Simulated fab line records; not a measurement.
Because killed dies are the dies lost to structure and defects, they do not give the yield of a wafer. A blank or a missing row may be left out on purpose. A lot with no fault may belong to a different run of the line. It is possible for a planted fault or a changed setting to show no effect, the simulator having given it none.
Comparing a struck lot with a sound one    flow n5-finfet    15 steps out of a route of 1938
Sound: wafers L302.3, L302.5, L302.6. Struck: wafers L312.3, L312.6 (left out: L312.5, a lot-mate that was not struck); the cause follows at the end.
Order at every step that has rows: each side's tool, ch and its chambers, its first start. Under that, the readings that differ: sound wafers    struck wafers    difference of the means    sigmas: that difference in standard deviations of wafers without a fault.
alike: readings with means less than 2 such deviations apart, plus words and numbers identical on both sides. not compared: withheld readings, readings lacking a value on some wafer, bounds such as >300 that could conceal the same value, and numbers that have no deviation in the record and whose values overlap.
A row with sigmas, a row that says differs or no value, or rows on one side alone: a step with any of these is where the two part. When numbers do not overlap yet have no deviation, they are printed without sigmas and do not part them. A reading missing from all wafers of one side parts the sides only when that side holds two or more wafers.

N5_HKMG_FIN_CD_MEAS_12: target cd 92.8 nm.
  sound on cd-sem-01 ch 0, day 4 08:31; struck on cd-sem-02 ch 0, day 6 21:55
  alike: cd-nm
N5_HKMG_FIN_OVL_MEAS_13:
  sound on overlay-02 ch 0, day 4 08:32; struck on overlay-01 ch 0, day 6 21:56
  alike: NWFM_OVL
N5_HKMG_FIN_INSPECT_14: inspects for defects (macro).
  sound on defect-inspect-02, day 4 08:34; struck on defect-inspect-02, day 6 21:58
  alike: raw-defect-count
N5_HKMG_FIN_DESCUM_17: chemistry O2, time 7.9 s.
  sound on rie-diel-02 ch 0,1, day 4 08:58; struck on rie-diel-01 ch 3, day 6 22:03
  alike: bias-power-w, drypump-motor-current-A, oes-product-au, rf-vpp-V, showerhead-plenum-p-Torr, throttle-valve-pct
  not compared: rf-hours-counter-h
N5_HKMG_FIN_ETCH_31: etches SiARC in CF4, target depth 45.5 nm, time 75.8 s.
  sound on rie-diel-02 ch 0,1, day 4 09:01; struck on rie-diel-01 ch 3, day 6 22:05
reading                sound           struck     difference  sigmas
etch-rf-on-time-s (s)  77.4 77.6 77.6  74.8 74.5  -2.9        -2
  alike: drypump-motor-current-A, oes-product-au, rf-vpp-V, showerhead-plenum-p-Torr, throttle-valve-pct
  not compared: rf-hours-counter-h
N5_HKMG_FIN_ETCH_32: etches SOC in N2/H2, target depth 240 nm, time 300 s.
  sound on rie-diel-02 ch 0,1, day 4 09:04; struck on rie-diel-01 ch 3, day 6 22:08
  alike: drypump-motor-current-A, oes-product-au, rf-vpp-V, showerhead-plenum-p-Torr, throttle-valve-pct
  not compared: rf-hours-counter-h
then, 1 step without rows for these wafers: N5_HKMG_FIN_STRIP_33 (strips in N2/H2).
N5_HKMG_FIN_STRIP_34: strips in CF4.
  sound on rie-diel-02 ch 0,1, day 4 09:15; struck on rie-diel-01 ch 3, day 6 22:20
  alike: bias-power-w, drypump-motor-current-A, oes-product-au, rf-vpp-V, showerhead-plenum-p-Torr, throttle-valve-pct
  not compared: rf-hours-counter-h
N5_HKMG_FIN_ETCH_35: etches SOC in N2/H2, target depth 215.8 nm, time 243.4 s.
  sound on rie-diel-02 ch 0,1, day 4 09:16; struck on rie-diel-01 ch 3, day 6 22:21
  alike: drypump-motor-current-A, oes-product-au, rf-vpp-V, showerhead-plenum-p-Torr, throttle-valve-pct
  not compared: rf-hours-counter-h
then, 3 steps without rows for these wafers: N5_HKMG_FIN_STRIP_92 (strips SOC in N2/H2, time 20 s); N5_HKMG_FIN_WET_ETCH_18 (etches TiN in SC1, time 55 s, target depth 5.2 nm, rinse time 30 s); N5_HKMG_FIN_STRIP_19 (strips in N2/H2, time 360 s).
N5_HKMG_FIN_ALD_91: deposits TiN, target thk 1 nm, pulse time 1 s, purge time 3 s.
  sound on ald-metal-04 ch 1,2, day 4 09:57; struck on ald-metal-03 ch 2,3, day 6 23:02
reading                       sound  struck         difference  sigmas
co-reactant-pulse-time-s (s)  2 2 2  2.2668 2.2668  +0.2668     
  alike: heater-power-w, precursor-pulse-height-rel
then, 1 step without rows for these wafers: N5_HKMG_FIN_COAT_85 (time 60 s, resist thk 300 nm).
-- a jump in the record: the struck wafers' starts before and after are 4 days apart (it breaks off in module HKMG_FIN and resumes in module BEOL_M4, where the first step shown is number 1111 of the route) --
N5_BEOL_M4_RC_MEAS_101:
  sound on prober-01 ch 0, day 8 10:14; struck on prober-01 ch 0, day 10 18:52
reading        sound           struck     difference  sigmas
DIBL_N (mV/V)  39.6 38.6 36.4  34.8 35.2  -3.2        -2
SS_P (mV/dec)  74.6 73.4 73.3  72.4 72.8  -1.2        -2
  alike: DIBL_P, IOFF_N, IOFF_P, ION_N, ION_P, SS_N, VT_N, VT_P

## WHERE THEY PART
Last at N5_BEOL_M4_RC_MEAS_101 as far as this record goes, first at N5_HKMG_FIN_ETCH_31.

WHY: what had been put in by the simulator
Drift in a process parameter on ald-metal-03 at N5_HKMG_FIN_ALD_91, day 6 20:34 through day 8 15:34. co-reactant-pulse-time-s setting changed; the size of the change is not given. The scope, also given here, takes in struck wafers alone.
